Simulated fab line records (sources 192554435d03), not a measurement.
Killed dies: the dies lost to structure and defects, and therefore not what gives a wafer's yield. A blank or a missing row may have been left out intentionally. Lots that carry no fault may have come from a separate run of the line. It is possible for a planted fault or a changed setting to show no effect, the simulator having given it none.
Matching of chambers | flow n5-finfet | N5_BEOL_M0_SAQP_SPACER2_ETCHBACK_27 on rie-diel-03: 4 sister chambers
The step etches SiO2 in CHF3/O2, target depth 22.5 nm, time 11.25 s. 8 wafers are shown with their chamber, then 10 later ones without.

## WAFERS, EACH WITH ITS CHAMBER
wafer  | chamber | showerhead-plenum-p-Torr (Torr) | oes_o_777_au (a.u.)
L079.5 | 2       | 2.36                            | 0.72
L081.3 | 1       | 2.40                            | 0.68
L081.5 | 1       | 2.40                            | 0.68
L082.2 | 2       | 2.36                            | 0.72
L082.3 | 0       | 2.52                            | 0.79
L082.6 | 3       | 2.39                            | 0.75
L084.4 | 3       | 2.39                            | 0.74
L084.5 | 0       | 2.51                            | 0.79

## WAFERS WHOSE CHAMBER IS MISSING
wafer  | showerhead-plenum-p-Torr (Torr) | oes_o_777_au (a.u.)
L084.6 | 2.39                            | 0.74
L088.2 | 2.39                            | 0.74
L088.3 | 2.40                            | 0.67
L088.6 | 2.51                            | 0.78
L091.1 | 2.39                            | 0.66
L091.3 | 2.38                            | 0.73
L091.6 | 2.39                            | 0.68
L097.1 | 2.38                            | 0.72
L097.2 | 2.35                            | 0.95
L097.4 | 2.39                            | 0.94

## WHICH CHAMBER EACH ONE RAN IN
wafer  | from the rows above     | in truth
L084.6 | 3                       | 3
L088.2 | 3                       | 3
L088.3 | 1                       | 1
L088.6 | 0                       | 0
L091.1 | 1                       | 1
L091.3 | can't be placed: 3 or 2 | 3
L091.6 | 1                       | 1
L097.1 | can't be placed: 2 or 3 | 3
L097.2 | 3                       | 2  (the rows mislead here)
L097.4 | can't be placed: 3 or 0 | 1
Placed correctly: 6 of 10. Cannot be placed on the basis of these rows: 3; the candidates contain the true chamber in 2. Wrongly placed: 1.
How it was worked out, from the rows above alone: a wafer's distance from a chamber is the root of the sum, over the readings, of the square of ((its reading less the chamber's mean) divided by the reading's scatter). If the next closest chamber is less than 2 further off than the closest, the wafer can't be placed; otherwise it belongs to the closest. The mean given for a chamber averages the wafers shown for that chamber. The scatter: the root of (the sum of the squares of (reading less its chamber's mean) over the shown wafers, divided by (wafers less chambers)).
